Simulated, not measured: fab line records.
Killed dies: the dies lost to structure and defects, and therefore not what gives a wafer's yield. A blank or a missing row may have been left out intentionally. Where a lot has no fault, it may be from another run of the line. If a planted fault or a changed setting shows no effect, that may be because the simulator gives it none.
fab line records -- flow n5_finfet
record lots=7, wafers=21
route steps=1938 shown PMOS_HMC_CHANNEL_EPI@63 DUMMY_GATE@224 SD_EPI_N@264 HKMG_FIN@423 MOL_CONTACT_COAG@519
start_h: hours from the record's first day to the start of the lot's first wafer shown -- wait_h: hours since the lot's step before -- " as in the row above -- L1.1+2: several wafers, shown together as one row -- - value missing, or start not given -- * or withheld: withheld -- < > ~ a bound
route shown NAME@n: NAME is a module with steps in the file, n the number in the route of the first one -- usual: average and standard deviation across the fault-free wafers -- same: alike in all rows -- chamber/n: place in a boat -- sites: each site's reading -- _std_site: the standard deviation of these -- _edge_site: the outer-site mean with the inner-site mean subtracted -- radius_mm: for every site, how far away it sits from the centre of the wafer -- mask NAME#n: copy n -- behind: the tool/chamber that last shaped the wafer -- hold: why the lot went on hold/how many hours it stayed there/how the hold came to an end -- device: which transistor (n, p or np) failed to switch -- end of line: at the end of the route, the tests of the same wafers -- a step without rows: its recipe alone -- killed: at the first sort, the dies lost to defects and structure; wafer yield is something else -- map: shows each die of a wafer: x if killed, . if not, _ if none is there
set.NAME: the run value of the setting; set.NAME@STEP: its run value at that earlier step -- model.NAME: the simulator's own value behind a step, which no gauge read
lots where settings were altered on purpose, with a table for each step and a row for each wafer
## steps
# step N5_PMOS_HMC_CHANNEL_EPI_PEB_07
# recipe peb_temp_c=110, peb_time_s=60, resist=CAR-ArF-block
lot.wafer,tool,chamber,start_h,wait_h,set.peb_time_s
L076.2,litho_track-04,0,28.95,0.0,68.89
L076.3+4,litho_track-04,0,28.95,0.0,60
L078.1+2+5,litho_track-01,0,41.12,0.1,60
L079.1+5,litho_track-03,0,48.06,0.1,60
L079.3,litho_track-03,0,48.06,0.1,64.85
L080.3+6,litho_track-04,0,53.16,0.0,60
L080.5,litho_track-04,0,53.16,0.0,49.5
L085.2+4+5,litho_track-01,0,83.05,0.0,60
L087.1+2+6,litho_track-01,0,95.71,0.1,60
L091.1+2+4,litho_track-03,0,119.41,0.1,60
# step N5_PMOS_HMC_CHANNEL_EPI_DEVELOP_08
# recipe develop_time_s=30, developer=TMAH, resist=CAR-ArF-block, dev_temp_c=23, rinse_liquid=diw, dry=air_spin
lot.wafer,tool,chamber,start_h,wait_h,set.develop_time_s
L076.2+3,litho_track-04,0,-,-,32.34
L076.4,litho_track-04,0,-,-,30
L078.1+2+5,litho_track-01,0,-,-,30
L079.1+5,litho_track-03,0,-,-,25.3
L079.3,litho_track-03,0,-,-,30
L080.3+5,litho_track-04,0,-,-,30
L080.6,litho_track-04,0,-,-,36.18
L085.2,litho_track-01,0,-,-,33
L085.4+5,litho_track-01,0,-,-,30
L087.1+6,litho_track-01,0,-,-,30
L087.2,litho_track-01,0,-,-,32.58
L091.1+2,litho_track-03,0,-,-,30
L091.4,litho_track-03,0,-,-,32.68
# step N5_PMOS_HMC_CHANNEL_EPI_CD_MEAS_09
# recipe target_cd_nm=237.4, landing_energy_ev=500, detector=se_inlens
# usual cd_nm=236.4/0.97
lot.wafer,tool,chamber,start_h,wait_h,set.peb_time_s@PMOS_HMC_CHANNEL_EPI_PEB_07,cd_nm
L076.2,cd_sem-02,0,29.02,-,68.89,242.4
L076.3,cd_sem-02,0,29.02,-,60,236.7
L076.4,cd_sem-02,0,29.02,-,60,235.5
L078.1,cd_sem-01,0,41.19,-,60,236.7
L078.2,cd_sem-01,0,41.19,-,60,236.9
L078.5,cd_sem-01,0,41.19,-,60,235.2
L079.1,cd_sem-03,0,48.13,-,60,235.6
L079.3,cd_sem-03,0,48.13,-,64.85,239.8
L079.5,cd_sem-03,0,48.13,-,60,235.9
L080.3,cd_sem-01,0,53.23,-,60,236.7
L080.5,cd_sem-01,0,53.23,-,49.5,227.6
L080.6,cd_sem-01,0,53.23,-,60,237.5
L085.2,cd_sem-02,0,83.11,-,60,238.1
L085.4,cd_sem-02,0,83.11,-,60,236.6
L085.5,cd_sem-02,0,83.11,-,60,236.3
L087.1,cd_sem-03,0,95.77,-,60,237.9
L087.2,cd_sem-03,0,95.77,-,60,239.2
L087.6,cd_sem-03,0,95.77,-,60,238.0
L091.1,cd_sem-03,0,119.47,-,60,236.8
L091.2,cd_sem-03,0,119.47,-,60,236.8
L091.4,cd_sem-03,0,119.47,-,60,238.4
# step N5_PMOS_HMC_CHANNEL_EPI_DESCUM_14
# recipe chemistry=O2, time_s=7.9, source_power_w=50, bias_power_w=20, pressure_mtorr=20, rf_frequency_hz=2.712e+07, temp_c=40, resist=CAR-ArF-block, o2_flow_sccm=225
lot.wafer,tool,chamber,start_h,wait_h,set.peb_time_s@PMOS_HMC_CHANNEL_EPI_PEB_07,model.PMOS_HMC_CHANNEL_EPI.cd_nm
L076.2,rie_diel-06,3,29.49,0.4,68.89,242.3
L076.3,rie_diel-06,1,29.49,0.4,60,236.6
L076.4,rie_diel-06,2,29.49,0.4,60,235.7
L078.1+2,rie_diel-03,"3,2",41.29,0.0,60,236.8
L078.5,rie_diel-03,0,41.29,0.0,60,235.4
L079.1+5,rie_diel-06,"2,0",48.97,0.8,60,235.9
L079.3,rie_diel-06,0,48.97,0.8,64.85,239.9
L080.3,rie_diel-02,0,53.31,0.0,60,236.7
L080.5,rie_diel-02,1,53.31,0.0,49.5,227.9
L080.6,rie_diel-02,0,53.31,0.0,60,237.5
L085.2,rie_diel-06,0,83.20,0.0,60,238.1
L085.4,rie_diel-06,3,83.20,0.0,60,236.3
L085.5,rie_diel-06,1,83.20,0.0,60,236.4
L087.1,rie_diel-02,0,96.51,0.7,60,237.7
L087.2,rie_diel-02,1,96.51,0.7,60,239.6
L087.6,rie_diel-02,0,96.51,0.7,60,238
L091.1+2,rie_diel-02,"3,0",119.56,0.0,60,236.7
L091.4,rie_diel-02,1,119.56,0.0,60,238.4
# step N5_PMOS_HMC_CHANNEL_EPI_ETCH_32
# recipe chemistry=N2/H2, target=BARC, stop_on=SiO2, target_depth_a=858, over_etch_frac=0.3, time_s=50.3, ion_energy_ev=200, mask_material=CAR-ArF-block, pressure_mtorr=30, source_w=840, bias_w=150, n2_flow_sccm=200, h2_flow_sccm=200
lot.wafer,tool,chamber,start_h,wait_h,set.peb_time_s@PMOS_HMC_CHANNEL_EPI_PEB_07,model.PMOS_HMC_CHANNEL_EPI.cd_nm
L076.2,rie_diel-06,3,29.52,0.0,68.89,243.7
L076.3,rie_diel-06,1,29.52,0.0,60,239.2
L076.4,rie_diel-06,2,29.52,0.0,60,237.2
L078.1,rie_diel-03,3,41.32,0.0,60,238.9
L078.2,rie_diel-03,2,41.32,0.0,60,239.4
L078.5,rie_diel-03,0,41.32,0.0,60,237.3
L079.1,rie_diel-06,2,49.00,0.0,60,237.5
L079.3,rie_diel-06,0,49.00,0.0,64.85,241.8
L079.5,rie_diel-06,0,49.00,0.0,60,237.7
L080.3,rie_diel-02,0,53.35,0.0,60,239.5
L080.5,rie_diel-02,1,53.35,0.0,49.5,230.8
L080.6,rie_diel-02,0,53.35,0.0,60,240.9
L085.2,rie_diel-06,0,83.24,0.0,60,240.1
L085.4,rie_diel-06,3,83.24,0.0,60,237.5
L085.5,rie_diel-06,1,83.24,0.0,60,238.7
L087.1,rie_diel-02,0,96.55,0.0,60,240.5
L087.2,rie_diel-02,1,96.55,0.0,60,242.1
L087.6,rie_diel-02,0,96.55,0.0,60,240.8
L091.1,rie_diel-02,3,119.60,0.0,60,238.9
L091.2,rie_diel-02,0,119.60,0.0,60,239.8
L091.4,rie_diel-02,1,119.60,0.0,60,241.2
# step N5_DUMMY_GATE_COAT_28
# recipe resist=underlayer, temp_c=205, time_s=60, spin_rpm=1500, resist_thk_nm=10
lot.wafer,tool,chamber,start_h,wait_h,set.spin_rpm,model.underlayer_of_DUMMY_GATE_COAT_28.thk_nm
L076.2+4,litho_track-01,0,-,-,1409,10.4
L076.3,litho_track-01,0,-,-,1500,10
L078.1+2+5,litho_track-03,0,-,-,1500,10
L079.1,litho_track-05,0,-,-,1500,10
L079.3+5,litho_track-05,0,-,-,1579,9.8
L080.3+5+6,litho_track-01,0,-,-,1500,10
L085.2,litho_track-05,0,-,-,1593,9.6
L085.4+5,litho_track-05,0,-,-,1500,10
L087.1,litho_track-03,0,-,-,1629,9.6
L087.2+6,litho_track-03,0,-,-,1500,10
L091.1+2+4,litho_track-05,0,-,-,1543,9.8
# step N5_SD_EPI_N_COAT_03
# recipe resist=CAR-ArF-block, spin_rpm=1500, resist_thk_nm=150
lot.wafer,tool,chamber,start_h,wait_h,set.spin_rpm,model.CAR-ArF-block_of_SD_EPI_N_COAT_03.thk_nm
L076.2,litho_track-02,0,-,-,1669,142.2
L076.3,litho_track-02,0,-,-,1669,142
L076.4,litho_track-02,0,-,-,1500,149.8
L078.1,litho_track-02,0,-,-,1500,150
L078.2,litho_track-02,0,-,-,1500,149.8
L078.5,litho_track-02,0,-,-,1500,149.6
L079.1,litho_track-05,0,-,-,1413,154.4
L079.3,litho_track-05,0,-,-,1413,155
L079.5,litho_track-05,0,-,-,1500,150
L080.3,litho_track-02,0,-,-,1395,155.4
L080.5,litho_track-02,0,-,-,1395,155.6
L080.6,litho_track-02,0,-,-,1500,150.2
L085.2,litho_track-04,0,-,-,1500,150.2
L085.4,litho_track-04,0,-,-,1608,145.4
L085.5,litho_track-04,0,-,-,1608,145
L087.1+6,litho_track-05,0,-,-,1665,142
L087.2,litho_track-05,0,-,-,1500,149.8
L091.1,litho_track-05,0,-,-,1500,149.6
L091.2,litho_track-05,0,-,-,1500,149.8
L091.4,litho_track-05,0,-,-,1354,157.8
# step N5_SD_EPI_N_DESCUM_14
# recipe chemistry=O2, time_s=7.9, source_power_w=50, bias_power_w=20, pressure_mtorr=20, rf_frequency_hz=2.712e+07, temp_c=40, resist=CAR-ArF-block, o2_flow_sccm=225
lot.wafer,tool,chamber,start_h,wait_h,set.time_s,set.spin_rpm@SD_EPI_N_COAT_03,model.CAR-ArF-block_of_SD_EPI_N_COAT_03.thk_nm
L076.2,rie_diel-05,3,62.26,0.0,6.335,1669,136.6
L076.3,rie_diel-05,2,62.26,0.0,7.9,1669,135.4
L076.4,rie_diel-05,0,62.26,0.0,7.9,1500,143.2
L078.1+5,rie_diel-04,"3,1",74.94,0.0,7.9,1500,143.2
L078.2,rie_diel-04,2,74.94,0.0,7.9,1500,143.4
L079.1,rie_diel-04,0,81.26,0.0,7.9,1413,147.8
L079.3,rie_diel-04,2,81.26,0.0,7.9,1413,148.6
L079.5,rie_diel-04,3,81.26,0.0,7.9,1500,143.4
L080.3,rie_diel-01,2,83.58,0.4,7.9,1395,148.8
L080.5,rie_diel-01,3,83.58,0.4,7.9,1395,149.2
L080.6,rie_diel-01,2,83.58,0.4,6.54,1500,144.4
L085.2,rie_diel-05,2,118.15,0.1,7.9,1500,143.6
L085.4,rie_diel-05,1,118.15,0.1,7.9,1608,139
L085.5,rie_diel-05,3,118.15,0.1,6.358,1608,139.2
L087.1,rie_diel-05,0,132.90,0.2,6.956,1665,136
L087.2,rie_diel-05,1,132.90,0.2,7.9,1500,143.4
L087.6,rie_diel-05,2,132.90,0.2,7.9,1665,135.4
L091.1,rie_diel-01,1,158.85,0.1,6.452,1500,144
L091.2,rie_diel-01,3,158.85,0.1,7.9,1500,143.4
L091.4,rie_diel-01,0,158.85,0.1,6.452,1354,152.2
# step N5_SD_EPI_N_ETCH_34
# recipe chemistry=CF4, target=SiARC, target_depth_a=455, mask_material=CAR-ArF-block, time_s=75.8, ion_energy_ev=80, pressure_mtorr=40, source_w=545, bias_w=36, Ar_flow_sccm=100, cf4_flow_sccm=100, ends=cleared
lot.wafer,tool,chamber,start_h,wait_h,set.spin_rpm@SD_EPI_N_COAT_03,model.CAR-ArF-block_of_SD_EPI_N_COAT_03.thk_nm
L076.2,rie_diel-05,3,62.29,0.0,1669,103.8
L076.3,rie_diel-05,2,62.29,0.0,1669,102.8
L076.4,rie_diel-05,0,62.29,0.0,1500,110.6
L078.1+5,rie_diel-04,"3,1",74.98,0.0,1500,110.6
L078.2,rie_diel-04,2,74.98,0.0,1500,110.8
L079.1,rie_diel-04,0,81.29,0.0,1413,115.4
L079.3,rie_diel-04,2,81.29,0.0,1413,116.2
L079.5,rie_diel-04,3,81.29,0.0,1500,110.8
L080.3,rie_diel-01,2,83.61,0.0,1395,116.2
L080.5,rie_diel-01,3,83.61,0.0,1395,116.6
L080.6,rie_diel-01,2,83.61,0.0,1500,111.8
L085.2,rie_diel-05,2,118.18,0.0,1500,111
L085.4,rie_diel-05,1,118.18,0.0,1608,106.4
L085.5,rie_diel-05,3,118.18,0.0,1608,106.8
L087.1,rie_diel-05,0,132.94,0.0,1665,103.4
L087.2,rie_diel-05,1,132.94,0.0,1500,110.8
L087.6,rie_diel-05,2,132.94,0.0,1665,102.8
L091.1,rie_diel-01,1,158.89,0.0,1500,111.4
L091.2,rie_diel-01,3,158.89,0.0,1500,110.8
L091.4,rie_diel-01,0,158.89,0.0,1354,119.6
# step N5_HKMG_FIN_COAT_30
# recipe resist=SiARC, temp_c=220, time_s=60, spin_rpm=1500, resist_thk_nm=35
lot.wafer,tool,chamber,start_h,wait_h,set.spin_rpm,model.SiARC_of_HKMG_FIN_COAT_30.thk_nm
L076.2,litho_track-02,0,-,-,1500,35.2
L076.3+4,litho_track-02,0,-,-,1500,35
L078.1+2+5,litho_track-04,0,-,-,1500,35.2
L079.1,litho_track-02,0,-,-,1557,34.6
L079.3+5,litho_track-02,0,-,-,1500,35
L080.3+5,litho_track-03,0,-,-,1500,35
L080.6,litho_track-03,0,-,-,1500,35.2
L085.2,litho_track-03,0,-,-,1500,34.8
L085.4,litho_track-03,0,-,-,1500,35
L085.5,litho_track-03,0,-,-,1614,33.6
L087.1+2+6,litho_track-02,0,-,-,1500,35
L091.1,litho_track-03,0,-,-,1417,36
L091.2,litho_track-03,0,-,-,1500,35
L091.4,litho_track-03,0,-,-,1500,34.8
# step N5_HKMG_FIN_EXPOSE_09
# recipe mask_id=NWFM, na=1.35, source_shape=conventional, sigma_outer=0.8, polarization=unpolarized, dose_mj=39.25
lot.wafer,tool,chamber,start_h,wait_h,mask,set.dose_mj
L076.2,arfi_scanner-02,0,86.63,-,NWFM#0,38.2
L076.3+4,arfi_scanner-02,0,86.63,-,NWFM#0,39.25
L078.1+2+5,arfi_scanner-01,0,99.74,-,NWFM#0,39.25
L079.1+3,arfi_scanner-01,0,106.32,-,NWFM#0,37.05
L079.5,arfi_scanner-01,0,106.32,-,NWFM#0,39.25
L080.3+6,arfi_scanner-02,0,113.83,-,NWFM#0,39.25
L080.5,arfi_scanner-02,0,113.83,-,NWFM#0,42.16
L085.2+4+5,arfi_scanner-03,0,144.06,-,NWFM#0,39.25
L087.1+2+6,arfi_scanner-03,0,161.25,-,NWFM#0,39.25
L091.1+2+4,arfi_scanner-03,0,183.87,-,NWFM#0,39.25
# step N5_HKMG_FIN_PEB_10
# recipe peb_temp_c=withheld, peb_time_s=60, resist=CAR-ArF
# step N5_HKMG_FIN_DEVELOP_11
# recipe develop_time_s=30, developer=TMAH, resist=CAR-ArF, dev_temp_c=23, rinse_liquid=diw, dry=air_spin
# step N5_HKMG_FIN_CD_MEAS_12
# recipe target_cd_nm=92.8, landing_energy_ev=500, detector=se_inlens
# usual cd_nm=92.4/0.85
lot.wafer,tool,chamber,start_h,wait_h,set.dose_mj@HKMG_FIN_EXPOSE_09,cd_nm
L076.2,cd_sem-01,0,86.75,-,38.2,89.9
L076.3,cd_sem-01,0,86.75,-,39.25,93.0
L076.4,cd_sem-01,0,86.75,-,39.25,92.4
L078.1,cd_sem-01,0,99.86,-,39.25,93.0
L078.2,cd_sem-01,0,99.86,-,39.25,92.8
L078.5,cd_sem-01,0,99.86,-,39.25,92.5
L079.1,cd_sem-03,0,106.44,-,37.05,86.5
L079.3,cd_sem-03,0,106.44,-,37.05,88.2
L079.5,cd_sem-03,0,106.44,-,39.25,91.0
L080.3,cd_sem-03,0,113.94,-,39.25,92.4
L080.5,cd_sem-03,0,113.94,-,42.16,96.3
L080.6,cd_sem-03,0,113.94,-,39.25,92.8
L085.2,cd_sem-03,0,144.18,-,39.25,92.7
L085.4,cd_sem-03,0,144.18,-,39.25,93.6
L085.5,cd_sem-03,0,144.18,-,39.25,91.9
L087.1,cd_sem-01,0,161.37,-,39.25,91.9
L087.2,cd_sem-01,0,161.37,-,39.25,91.3
L087.6,cd_sem-01,0,161.37,-,39.25,90.9
L091.1,cd_sem-02,0,183.99,-,39.25,92.8
L091.2,cd_sem-02,0,183.99,-,39.25,93.7
L091.4,cd_sem-02,0,183.99,-,39.25,91.2
# step N5_HKMG_FIN_DESCUM_17
# recipe chemistry=O2, time_s=7.9, source_power_w=50, bias_power_w=20, pressure_mtorr=20, rf_frequency_hz=2.712e+07, temp_c=40, resist=CAR-ArF, o2_flow_sccm=225
# step N5_HKMG_FIN_ETCH_31
# recipe chemistry=CF4, target=SiARC, target_depth_a=455, mask_material=CAR-ArF, time_s=75.8, ion_energy_ev=80, pressure_mtorr=40, source_w=545, bias_w=36, Ar_flow_sccm=100, cf4_flow_sccm=100, ends=cleared
lot.wafer,tool,chamber,start_h,wait_h,set.spin_rpm@HKMG_FIN_COAT_30,model.etch.depth_nm
L076.2,rie_diel-05,0,87.04,0.0,1500,35.16
L076.3,rie_diel-05,2,87.04,0.0,1500,35.09
L076.4,rie_diel-05,3,87.04,0.0,1500,35.06
L078.1,rie_diel-04,3,99.99,0.0,1500,35.14
L078.2+5,rie_diel-04,2,99.99,0.0,1500,35.15
L079.1,rie_diel-05,0,106.56,0.0,1557,34.6
L079.3,rie_diel-05,2,106.56,0.0,1500,35.09
L079.5,rie_diel-05,2,106.56,0.0,1500,35.05
L080.3,rie_diel-01,3,114.06,0.0,1500,34.98
L080.5,rie_diel-01,1,114.06,0.0,1500,35
L080.6,rie_diel-01,2,114.06,0.0,1500,35.26
L085.2,rie_diel-01,3,144.30,0.0,1500,34.83
L085.4,rie_diel-01,1,144.30,0.0,1500,34.94
L085.5,rie_diel-01,0,144.30,0.0,1614,33.64
L087.1,rie_diel-04,1,161.50,0.0,1500,35.05
L087.2,rie_diel-04,0,161.50,0.0,1500,35
L087.6,rie_diel-04,1,161.50,0.0,1500,35.06
L091.1,rie_diel-01,0,184.12,0.0,1417,35.99
L091.2,rie_diel-01,2,184.12,0.0,1500,35
L091.4,rie_diel-01,3,184.12,0.0,1500,34.89
# step N5_MOL_CONTACT_COAG_COAT_58
# recipe resist=underlayer, temp_c=205, time_s=60, spin_rpm=1500, resist_thk_nm=10
lot.wafer,tool,chamber,start_h,wait_h,set.spin_rpm,model.underlayer_of_MOL_CONTACT_COAG_COAT_58.thk_nm
L076.2+4,litho_track-04,0,-,-,1628,9.6
L076.3,litho_track-04,0,-,-,1500,10
L078.1+2+5,litho_track-02,0,-,-,1500,10
L079.1,litho_track-05,0,-,-,1389,10.4
L079.3+5,litho_track-05,0,-,-,1500,10
L080.3,litho_track-04,0,-,-,1500,10
L080.5+6,litho_track-04,0,-,-,1612,9.6
L085.2+4+5,litho_track-04,0,-,-,1500,10
L087.1,litho_track-05,0,-,-,1500,10
L087.2+6,litho_track-05,0,-,-,1425,10.2
L091.1+2,litho_track-04,0,-,-,1637,9.6
L091.4,litho_track-04,0,-,-,1500,10
# step N5_MOL_CONTACT_COAG_COAT_02
# recipe resist=CAR-EUV, spin_rpm=1500, resist_thk_nm=30
# step N5_MOL_CONTACT_COAG_EBR_04
# recipe solvent=PGMEA, ebr_width_mm=1.5
# step N5_MOL_CONTACT_COAG_DESCUM_13
# recipe chemistry=O2, time_s=7, source_power_w=50, bias_power_w=20, pressure_mtorr=20, rf_frequency_hz=2.712e+07, temp_c=40, resist=CAR-EUV, o2_flow_sccm=225
# step N5_MOL_CONTACT_COAG_ETCH_59
# recipe chemistry=N2/H2, target=underlayer, target_depth_a=130, mask_material=CAR-EUV, time_s=10.4, ion_energy_ev=200, pressure_mtorr=30, source_w=840, bias_w=150, n2_flow_sccm=200, h2_flow_sccm=200, ends=cleared
lot.wafer,tool,chamber,start_h,wait_h,set.spin_rpm@MOL_CONTACT_COAG_COAT_58,model.etch.depth_nm
L076.2,rie_diel-05,2,99.04,0.0,1628,9.634
L076.3,rie_diel-05,1,99.04,0.0,1500,10.08
L076.4,rie_diel-05,0,99.04,0.0,1628,9.64
L078.1,rie_diel-05,2,112.26,0.0,1500,9.989
L078.2,rie_diel-05,1,112.26,0.0,1500,10.02
L078.5,rie_diel-05,3,112.26,0.0,1500,9.955
L079.1,rie_diel-04,3,118.55,0.0,1389,10.37
L079.3,rie_diel-04,0,118.55,0.0,1500,9.976
L079.5,rie_diel-04,3,118.55,0.0,1500,10.02
L080.3,rie_diel-01,2,127.11,0.0,1500,9.999
L080.5,rie_diel-01,3,127.11,0.0,1612,9.652
L080.6,rie_diel-01,2,127.11,0.0,1612,9.654
L085.2+5,rie_diel-05,"1,3",156.64,0.0,1500,10.04
L085.4,rie_diel-05,0,156.64,0.0,1500,10.05
L087.1,rie_diel-01,1,174.02,0.0,1500,10.04
L087.2+6,rie_diel-01,"3,0",174.02,0.0,1425,10.26
L091.1,rie_diel-01,2,196.81,0.0,1637,9.521
L091.2,rie_diel-01,0,196.81,0.0,1637,9.538
L091.4,rie_diel-01,2,196.81,0.0,1500,9.969
# step N5_MOL_CONTACT_COAG_ALD_27
# recipe material=SiOC, target_thk_a=170, temp_c=400, ald_precursor_family=carbosiloxane, ald_co_reactant=H2-plasma, pulse_time_s=1.5, time_s=2720, purge_time_s=2, co_reactant_purge_time_s=2, ald_cycles=340, pressure_torr=2
lot.wafer,tool,chamber,start_h,wait_h,set.ald_cycles,model.SiOC_of_MOL_CONTACT_COAG_ALD_27.thk_nm
L076.2,ald_sin-03,3,104.38,0.0,325,16.4
L076.3+4,ald_sin-03,"2,0",104.38,0.0,325,16.2
L078.1+2+5,ald_sin-04,"2,3,2",122.46,0.0,340,17
L079.1+3+5,ald_sin-02,"1,0,0",126.37,0.0,340,17
L080.3+5,ald_sin-03,"1,2",133.70,0.0,340,16.8
L080.6,ald_sin-03,1,133.70,0.0,340,17
L085.2+4,ald_sin-02,"3,0",163.51,0.0,296,14.8
L085.5,ald_sin-02,2,163.51,0.0,340,17
L087.1,ald_sin-02,3,181.74,0.4,305,15.4
L087.2+6,ald_sin-02,1,181.74,0.4,340,17.2
L091.1+4,ald_sin-03,"2,1",204.17,0.0,376,18.8
L091.2,ald_sin-03,3,204.17,0.0,340,17
# step N5_MOL_CONTACT_COAG_COAT_77
# recipe resist=underlayer, temp_c=205, time_s=60, spin_rpm=1500, resist_thk_nm=10
lot.wafer,tool,chamber,start_h,wait_h,set.spin_rpm,model.underlayer_of_MOL_CONTACT_COAG_COAT_77.thk_nm
L076.2+3,litho_track-04,0,-,-,1563,9.8
L076.4,litho_track-04,0,-,-,1500,10
L078.1+2+5,litho_track-02,0,-,-,1500,10
L079.1+5,litho_track-04,0,-,-,1439,10.2
L079.3,litho_track-04,0,-,-,1500,10
L080.3+5+6,litho_track-02,0,-,-,1500,10
L085.2+4+5,litho_track-05,0,-,-,1500,10
L087.1+6,litho_track-02,0,-,-,1500,10
L087.2,litho_track-02,0,-,-,1587,9.8
L091.1+2,litho_track-02,0,-,-,1662,9.4
L091.4,litho_track-02,0,-,-,1662,9.6
# step N5_MOL_CONTACT_COAG_COAT_78
# recipe resist=CAR-EUV, spin_rpm=1500, resist_thk_nm=40
# step N5_MOL_CONTACT_COAG_EBR_80
# recipe solvent=PGMEA, ebr_width_mm=1.5
# step N5_MOL_CONTACT_COAG_DESCUM_88
# recipe chemistry=O2, time_s=7, source_power_w=50, bias_power_w=20, pressure_mtorr=20, rf_frequency_hz=2.712e+07, temp_c=40, resist=CAR-EUV, o2_flow_sccm=225
# step N5_MOL_CONTACT_COAG_ETCH_89
# recipe chemistry=N2/H2, target=underlayer, target_depth_a=130, mask_material=CAR-EUV, time_s=10.4, ion_energy_ev=200, pressure_mtorr=30, source_w=840, bias_w=150, n2_flow_sccm=200, h2_flow_sccm=200, ends=cleared
lot.wafer,tool,chamber,start_h,wait_h,set.spin_rpm@MOL_CONTACT_COAG_COAT_77,model.etch.depth_nm
L076.2,rie_diel-01,1,107.44,0.0,1563,9.849
L076.3,rie_diel-01,0,107.44,0.0,1563,9.844
L076.4,rie_diel-01,3,107.44,0.0,1500,10.04
L078.1,rie_diel-05,0,125.90,0.0,1500,9.985
L078.2,rie_diel-05,3,125.90,0.0,1500,9.994
L078.5,rie_diel-05,1,125.90,0.0,1500,9.984
L079.1,rie_diel-01,1,129.55,0.0,1439,10.27
L079.3,rie_diel-01,0,129.55,0.0,1500,10.04
L079.5,rie_diel-01,2,129.55,0.0,1439,10.25
L080.3,rie_diel-01,0,136.60,0.0,1500,9.955
L080.5,rie_diel-01,2,136.60,0.0,1500,9.981
L080.6,rie_diel-01,1,136.60,0.0,1500,9.957
L085.2,rie_diel-01,3,166.54,0.0,1500,9.986
L085.4,rie_diel-01,0,166.54,0.0,1500,9.997
L085.5,rie_diel-01,1,166.54,0.0,1500,9.979
L087.1,rie_diel-05,3,185.80,0.0,1500,9.999
L087.2,rie_diel-05,1,185.80,0.0,1587,9.741
L087.6,rie_diel-05,0,185.80,0.0,1500,10.03
L091.1,rie_diel-05,2,207.07,0.0,1662,9.48
L091.2,rie_diel-05,0,207.07,0.0,1662,9.468
L091.4,rie_diel-05,1,207.07,0.0,1662,9.508
## key
split step=N5_PMOS_HMC_CHANNEL_EPI_PEB_07, setting=peb_time_s, stated=60, by=wafer
response step=N5_PMOS_HMC_CHANNEL_EPI_CD_MEAS_09, reading=cd_nm, change=+0.493, per=1%, r=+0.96
response step=N5_PMOS_HMC_CHANNEL_EPI_DESCUM_14, reading=model.PMOS_HMC_CHANNEL_EPI.cd_nm, change=+0.481, per=1%, r=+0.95
response step=N5_PMOS_HMC_CHANNEL_EPI_ETCH_32, reading=model.PMOS_HMC_CHANNEL_EPI.cd_nm, change=+0.474, per=1%, r=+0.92
split step=N5_PMOS_HMC_CHANNEL_EPI_DEVELOP_08, setting=develop_time_s, stated=30, by=wafer
response none clear
split step=N5_DUMMY_GATE_COAT_28, setting=spin_rpm, stated=1500, by=wafer
response step=N5_DUMMY_GATE_COAT_28, reading=model.underlayer_of_DUMMY_GATE_COAT_28.thk_nm, change=-0.0531, per=1%, r=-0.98
split step=N5_SD_EPI_N_COAT_03, setting=spin_rpm, stated=1500, by=wafer
response step=N5_SD_EPI_N_COAT_03, reading=model.CAR-ArF-block_of_SD_EPI_N_COAT_03.thk_nm, change=-0.737, per=1%, r=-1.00
response step=N5_SD_EPI_N_DESCUM_14, reading=model.CAR-ArF-block_of_SD_EPI_N_COAT_03.thk_nm, change=-0.715, per=1%, r=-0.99
response step=N5_SD_EPI_N_ETCH_34, reading=model.CAR-ArF-block_of_SD_EPI_N_COAT_03.thk_nm, change=-0.718, per=1%, r=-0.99
split step=N5_SD_EPI_N_DESCUM_14, setting=time_s, stated=7.9, by=wafer
response none clear
split step=N5_HKMG_FIN_COAT_30, setting=spin_rpm, stated=1500, by=wafer
response step=N5_HKMG_FIN_COAT_30, reading=model.SiARC_of_HKMG_FIN_COAT_30.thk_nm, change=-0.17, per=1%, r=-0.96
response step=N5_HKMG_FIN_ETCH_31, reading=model.etch.depth_nm, change=-0.165, per=1%, r=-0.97
split step=N5_HKMG_FIN_EXPOSE_09, setting=dose_mj, stated=39.25, by=wafer
response step=N5_HKMG_FIN_CD_MEAS_12, reading=cd_nm, change=+0.592, per=1%, r=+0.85
split step=N5_MOL_CONTACT_COAG_COAT_58, setting=spin_rpm, stated=1500, by=wafer
response step=N5_MOL_CONTACT_COAG_COAT_58, reading=model.underlayer_of_MOL_CONTACT_COAG_COAT_58.thk_nm, change=-0.048, per=1%, r=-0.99
response step=N5_MOL_CONTACT_COAG_ETCH_59, reading=model.etch.depth_nm, change=-0.0489, per=1%, r=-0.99
split step=N5_MOL_CONTACT_COAG_ALD_27, setting=ald_cycles, stated=340, by=wafer
response step=N5_MOL_CONTACT_COAG_ALD_27, reading=model.SiOC_of_MOL_CONTACT_COAG_ALD_27.thk_nm, change=+0.171, per=1%, r=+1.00
split step=N5_MOL_CONTACT_COAG_COAT_77, setting=spin_rpm, stated=1500, by=wafer
response step=N5_MOL_CONTACT_COAG_COAT_77, reading=model.underlayer_of_MOL_CONTACT_COAG_COAT_77.thk_nm, change=-0.0415, per=1%, r=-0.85
response step=N5_MOL_CONTACT_COAG_ETCH_89, reading=model.etch.depth_nm, change=-0.0488, per=1%, r=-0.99
